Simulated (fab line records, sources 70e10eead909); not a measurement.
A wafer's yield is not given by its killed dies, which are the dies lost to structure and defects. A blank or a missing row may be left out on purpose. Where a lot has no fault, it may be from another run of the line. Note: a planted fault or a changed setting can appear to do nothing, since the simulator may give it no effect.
What tool caused it? :: flow nand harc :: 36 wafers from 12 lots sampled at 4 of the route's 1302 steps

WHAT THE GAUGES SHOWED, per wafer
NHARC_P_GATE_CD_MEAS_91: target cd 2000 nm.
lot: L723
measured: day 6 01:40
on: cd sem-01
cd nm (nm): 2002.3 1999.7 2001.1

lot: L725
measured: day 7 01:23
on: cd sem-03
cd nm (nm): 2000.1 2001.8 2001.6

lot: L726
measured: day 7 05:53
on: cd sem-01
cd nm (nm): 1999.7 2000.7 1996.6

lot: L727
measured: day 7 18:16
on: cd sem-03
cd nm (nm): 1999.5 1999.5 1999.6

lot: L729
measured: day 8 14:02
on: cd sem-03
cd nm (nm): 2000.0 2000.2 1999.8

lot: L731
measured: day 9 06:49
on: cd sem-02
cd nm (nm): 2000.0 1998.2 2001.2

lot: L733
measured: day 10 06:37
on: cd sem-03
cd nm (nm): 1999.9 1999.9 1999.7

lot: L734
measured: day 10 21:02
on: cd sem-01
cd nm (nm): 2001.0 2000.7 2000.8

lot: L735
measured: day 10 22:11
on: cd sem-03
cd nm (nm): 1999.9 1999.4 2000.2

lot: L736
measured: day 12 04:10
on: cd sem-01
cd nm (nm): 2018.4 2019.5 2020.3 2018.2 2019.5 2020.1

lot: L739
measured: day 12 22:38
on: cd sem-02
cd nm (nm): 2002.0 1999.5 2003.1

lot: L744
measured: day 14 17:07
on: cd sem-02
cd nm (nm): 2002.0 1999.3 1999.8

EACH LOT AND THE TOOL THAT RAN IT (in order: tool; ch and the chambers of the sampled wafers; start)
lot: L723
NHARC_P_GATE_DESCUM_61: rie diel-03 ch 1,2,3, day 6 00:07
NHARC_P_GATE_STRIP_112: plasma asher-01 ch 0,1, day 6 00:32
NHARC_P_GATE_EXPOSE_88: krf scanner-02 ch 0, day 6 01:31

lot: L725
NHARC_P_GATE_DESCUM_61: rie diel-07 ch 0,1,3, day 6 23:50
NHARC_P_GATE_STRIP_112: plasma asher-02 ch 0,1, day 7 00:12
NHARC_P_GATE_EXPOSE_88: krf scanner-01 ch 0, day 7 01:14

lot: L726
NHARC_P_GATE_DESCUM_61: rie diel-07 ch 0,2,3, day 7 04:21
NHARC_P_GATE_STRIP_112: plasma asher-02 ch 0,1, day 7 04:43
NHARC_P_GATE_EXPOSE_88: krf scanner-03 ch 0, day 7 05:44

lot: L727
NHARC_P_GATE_DESCUM_61: rie diel-07 ch 1,2, day 7 16:43
NHARC_P_GATE_STRIP_112: plasma asher-01 ch 1, day 7 17:08
NHARC_P_GATE_EXPOSE_88: krf scanner-01 ch 0, day 7 18:07

lot: L729
NHARC_P_GATE_DESCUM_61: rie diel-05 ch 0,1, day 8 12:28
NHARC_P_GATE_STRIP_112: plasma asher-02 ch 0,1, day 8 12:50
NHARC_P_GATE_EXPOSE_88: krf scanner-01 ch 0, day 8 13:53

lot: L731
NHARC_P_GATE_DESCUM_61: rie diel-03 ch 0,1,2, day 9 05:22
NHARC_P_GATE_STRIP_112: plasma asher-02 ch 0, day 9 05:45
NHARC_P_GATE_EXPOSE_88: krf scanner-03 ch 0, day 9 06:40

lot: L733
NHARC_P_GATE_DESCUM_61: rie diel-07 ch 2,3, day 10 05:01
NHARC_P_GATE_STRIP_112: plasma asher-01 ch 0,1, day 10 05:23
NHARC_P_GATE_EXPOSE_88: krf scanner-02 ch 0, day 10 06:28

lot: L734
NHARC_P_GATE_DESCUM_61: rie diel-07 ch 2,3, day 10 19:29
NHARC_P_GATE_STRIP_112: plasma asher-01 ch 0,1, day 10 19:51
NHARC_P_GATE_EXPOSE_88: krf scanner-01 ch 0, day 10 20:53

lot: L735
NHARC_P_GATE_DESCUM_61: rie diel-03 ch 0,2,3, day 10 20:38
NHARC_P_GATE_STRIP_112: plasma asher-02 ch 0,1, day 10 21:04
NHARC_P_GATE_EXPOSE_88: krf scanner-03 ch 0, day 10 22:02

lot: L736
NHARC_P_GATE_DESCUM_61: rie diel-07 ch 0,2,3, day 12 02:38
NHARC_P_GATE_STRIP_112: plasma asher-01 ch 0,1, day 12 03:04
NHARC_P_GATE_EXPOSE_88: krf scanner-01 ch 0, day 12 04:01

lot: L739
NHARC_P_GATE_DESCUM_61: rie diel-05 ch 0,2,3, day 12 21:05
NHARC_P_GATE_STRIP_112: plasma asher-01 ch 0,1, day 12 21:27
NHARC_P_GATE_EXPOSE_88: krf scanner-02 ch 0, day 12 22:29

lot: L744
NHARC_P_GATE_DESCUM_61: rie diel-03 ch 0,1,2, day 14 15:36
NHARC_P_GATE_STRIP_112: plasma asher-01 ch 0,1, day 14 15:56
NHARC_P_GATE_EXPOSE_88: krf scanner-01 ch 0, day 14 16:57
- NHARC_P_GATE_DESCUM_61: chemistry O2, time 3 s.
- NHARC_P_GATE_STRIP_112: strips in N2/H2, time 200 s.
- NHARC_P_GATE_EXPOSE_88: exposes mask P HVN, target cd 2000 nm.

WHAT THE TOOLS THEMSELVES READ (means of the sampled wafers that have a number; where no wafer has one, the mark that the record gives instead)
NHARC_P_GATE_DESCUM_61.
lot: L723
tool: rie diel-03
drypump motor current A (A): 5.8
mfc ar sccm (sccm): 0.006
oes product au (a.u.): 1.007
rf vpp V (V): 57.6
showerhead plenum p Torr (Torr): 1.90
throttle valve pct (%): 11.317

lot: L725
tool: rie diel-07
drypump motor current A (A): 6.0
mfc ar sccm (sccm): 0.015
oes product au (a.u.): 0.997
rf vpp V (V): 57.5
showerhead plenum p Torr (Torr): 1.90
throttle valve pct (%): 11.313

lot: L726
tool: rie diel-07
drypump motor current A (A): 5.9
mfc ar sccm (sccm): 0.015
oes product au (a.u.): 1.012
rf vpp V (V): 58.2
showerhead plenum p Torr (Torr): 1.90
throttle valve pct (%): 11.310

lot: L727
tool: rie diel-07
drypump motor current A (A): 5.5
mfc ar sccm (sccm): 0.000
oes product au (a.u.): 0.998
rf vpp V (V): 57.8
showerhead plenum p Torr (Torr): 1.85
throttle valve pct (%): 11.302

lot: L729
tool: rie diel-05
drypump motor current A (A): 5.9
mfc ar sccm (sccm): 0.029
oes product au (a.u.): 1.010
rf vpp V (V): 58.6
showerhead plenum p Torr (Torr): 2.00
throttle valve pct (%): 11.309

lot: L731
tool: rie diel-03
drypump motor current A (A): 5.9
mfc ar sccm (sccm): 0.016
oes product au (a.u.): 1.003
rf vpp V (V): 57.6
showerhead plenum p Torr (Torr): 1.90
throttle valve pct (%): 11.313

lot: L733
tool: rie diel-07
drypump motor current A (A): 5.8
mfc ar sccm (sccm): 0.022
oes product au (a.u.): 1.003
rf vpp V (V): 57.5
showerhead plenum p Torr (Torr): 1.92
throttle valve pct (%): 11.307

lot: L734
tool: rie diel-07
drypump motor current A (A): 5.8
mfc ar sccm (sccm): 0.022
oes product au (a.u.): 1.008
rf vpp V (V): 58.1
showerhead plenum p Torr (Torr): 1.92
throttle valve pct (%): 11.318

lot: L735
tool: rie diel-03
drypump motor current A (A): 5.8
mfc ar sccm (sccm): 0.018
oes product au (a.u.): 1.006
rf vpp V (V): 57.6
showerhead plenum p Torr (Torr): 1.92
throttle valve pct (%): 11.311

lot: L736
tool: rie diel-07
drypump motor current A (A): 5.9
mfc ar sccm (sccm): 0.015
oes product au (a.u.): 1.002
rf vpp V (V): 57.4
showerhead plenum p Torr (Torr): 1.90
throttle valve pct (%): 11.317

lot: L739
tool: rie diel-05
drypump motor current A (A): 5.8
mfc ar sccm (sccm): 0.008
oes product au (a.u.): 1.004
rf vpp V (V): 58.5
showerhead plenum p Torr (Torr): 2.01
throttle valve pct (%): 11.308

lot: L744
tool: rie diel-03
drypump motor current A (A): 5.9
mfc ar sccm (sccm): 0.016
oes product au (a.u.): 1.008
rf vpp V (V): 57.6
showerhead plenum p Torr (Torr): 1.90
throttle valve pct (%): 11.314

NHARC_P_GATE_STRIP_112.
lot: L723
tool: plasma asher-01
drypump motor current A (A): 5.4
heater power w (W): 90

lot: L725
tool: plasma asher-02
drypump motor current A (A): 5.4
heater power w (W): 92

lot: L726
tool: plasma asher-02
drypump motor current A (A): 5.4
heater power w (W): 93

lot: L727
tool: plasma asher-01
drypump motor current A (A): 6.5
heater power w (W): 84

lot: L729
tool: plasma asher-02
drypump motor current A (A): 5.3
heater power w (W): 90

lot: L731
tool: plasma asher-02
drypump motor current A (A): 5.5
heater power w (W): 96

lot: L733
tool: plasma asher-01
drypump motor current A (A): 6.0
heater power w (W): 87

lot: L734
tool: plasma asher-01
drypump motor current A (A): 5.4
heater power w (W): 90

lot: L735
tool: plasma asher-02
drypump motor current A (A): 5.4
heater power w (W): 93

lot: L736
tool: plasma asher-01
drypump motor current A (A): 5.4
heater power w (W): 90

lot: L739
tool: plasma asher-01
drypump motor current A (A): 6.0
heater power w (W): 87

lot: L744
tool: plasma asher-01
drypump motor current A (A): 6.0
heater power w (W): 88

THE ANSWER, worked out from the rows above alone
Rule: the usual values come from the lots themselves. The widest of any qualifying gaps counts: lots, ordered by their means at a reading, are off when they make up no more than a third of the lots, leave a main group of 4 or more, and stand apart from it by 3 or more times the standard deviation of that group's means. A main group is skipped when, at the precision printed for the reading in the tables above, its means are all equal. Also off: a lot with no number at a reading for which 4 or more lots have one. Where the step has rows for the other lots, those lots are counted as sound. The gauges are gone through in route order, then the tools' own readings, and for those a lot's mean is taken as printed above. At the first step where some lot is off, the reading lying furthest off is the one used; lots without a number count as furthest.
Off: L736, at NHARC_P_GATE_CD_MEAS_91 (cd nm). Mean 2000.3 nm and standard deviation 0.75 in the main group.
If a tool, at a process step before that reading, ran all the lots that are off and no sound lot after the first of them, it fits. The gauges at NHARC_P_GATE_CD_MEAS_91 are tried like those tools. Can't be told from this: 2 tools fit, rie diel-07 at NHARC_P_GATE_DESCUM_61, cd sem-01 at NHARC_P_GATE_CD_MEAS_91.

WHAT HAD BEEN PUT IN BY THE SIMULATOR
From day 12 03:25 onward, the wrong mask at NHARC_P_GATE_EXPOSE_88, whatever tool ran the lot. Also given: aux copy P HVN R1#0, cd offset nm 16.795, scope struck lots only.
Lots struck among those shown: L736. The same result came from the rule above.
